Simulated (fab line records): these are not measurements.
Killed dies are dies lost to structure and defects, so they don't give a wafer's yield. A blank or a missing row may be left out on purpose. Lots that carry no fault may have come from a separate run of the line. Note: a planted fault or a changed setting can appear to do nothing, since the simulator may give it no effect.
2 desks, one fault | flow n5_finfet | each desk has only its own numbers; what lay behind them comes last

THE METROLOGY DESK
Lot by lot, what the gauges showed, no matter which tool ran the lot: averages of those sampled wafers that carry a number. The brackets show how far a lot's mean lies from the usual mean; more than 4 standard deviations puts the lot out of limits, marked OUT. Shown here are 7 of its 10 readings, the ones lying furthest out on some lot.
Columns: A = DIBL_N at N5_BEOL_M4_RC_MEAS_101, usual 35.8 mV/V; B = DIBL_P at N5_BEOL_M4_RC_MEAS_101, usual 35.3 mV/V; C = IOFF_P at N5_BEOL_M4_RC_MEAS_101, usual 0.194 nA/um; D = ION_P at N5_BEOL_M4_RC_MEAS_101, usual 456 uA/um; E = SS_N at N5_BEOL_M4_RC_MEAS_101, usual 71.4 mV/dec; F = SS_P at N5_BEOL_M4_RC_MEAS_101, usual 73.1 mV/dec; G = VT_P at N5_BEOL_M4_RC_MEAS_101, usual -252 mV
lot  | first seen here | A    | B    | C     | D   | E    | F    | G
L517 | day 9 17:53     | 34.9 | 35.1 | 0.173 | 458 | 71.4 | 73.0 | -255
L518 | day 11 02:30    | 37.1 | 36.1 | 0.205 | 444 | 72.6 | 73.7 | -252
L521 | day 11 04:16    | 36.3 | 35.3 | 0.189 | 457 | 71.1 | 73.2 | -250
L524 | day 12 05:59    | 34.2 | 35.8 | 0.210 | 465 | 71.0 | 72.6 | -248
L533 | day 14 01:35    | 35.0 | 34.1 | 0.183 | 453 | 71.3 | 73.1 | -252
L535 | day 14 15:12    | 36.7 | 35.5 | 0.174 | 447 | 72.1 | 73.7 | -253
L534 | day 14 15:55    | 36.9 | 34.8 | 0.178 | 455 | 71.5 | 72.6 | -253
L537 | day 15 02:43    | 33.5 | 32.6 | 0.156 | 450 | 70.8 | 72.3 | -255
L538 | day 15 08:19    | 35.1 | 36.1 | 0.190 | 461 | 71.4 | 73.2 | -252
Finding of this desk: none of the 9 lots has anything out of limits.

FOR THE TOOL OWNER'S DESK: cvd_w-02
The tool's own readings at N5_HKMG_FIN_ALD_72 (deposits W, target thk 2 nm, pulse time 1 s, purge time 2 s): means of the sampled wafers that have a number, for each lot that ran on this tool. The brackets show how far a lot's mean lies from the usual mean; more than 4 standard deviations puts the lot out of limits, marked OUT.
Columns: A = chamber_pressure_Torr at N5_HKMG_FIN_ALD_72, usual 7.499 Torr; B = heater_power_w at N5_HKMG_FIN_ALD_72, usual 481 W; C = precursor_pulse_height_rel at N5_HKMG_FIN_ALD_72, usual 1.001
lot  | first seen here | A     | B   | C
L517 | day 4 09:44     | 7.506 | 460 | 0.977
L518 | day 4 20:51     | 7.513 | 459 | 1.001
L521 | day 5 09:16     | 7.494 | 458 | 0.999
L524 | day 6 05:11     | 7.488 | 463 | 0.990
L535 | day 8 21:41     | 7.506 | 457 | 1.001
L537 | day 9 11:18     | 7.499 | 450 | 1.021
Finding of this desk: none of the 6 lots has anything out of limits.

BROUGHT TOGETHER
Metrology desk: nothing out of limits seen.
The tool owner's desk saw nothing out of limits.

WHAT THE SIMULATOR PUT IN
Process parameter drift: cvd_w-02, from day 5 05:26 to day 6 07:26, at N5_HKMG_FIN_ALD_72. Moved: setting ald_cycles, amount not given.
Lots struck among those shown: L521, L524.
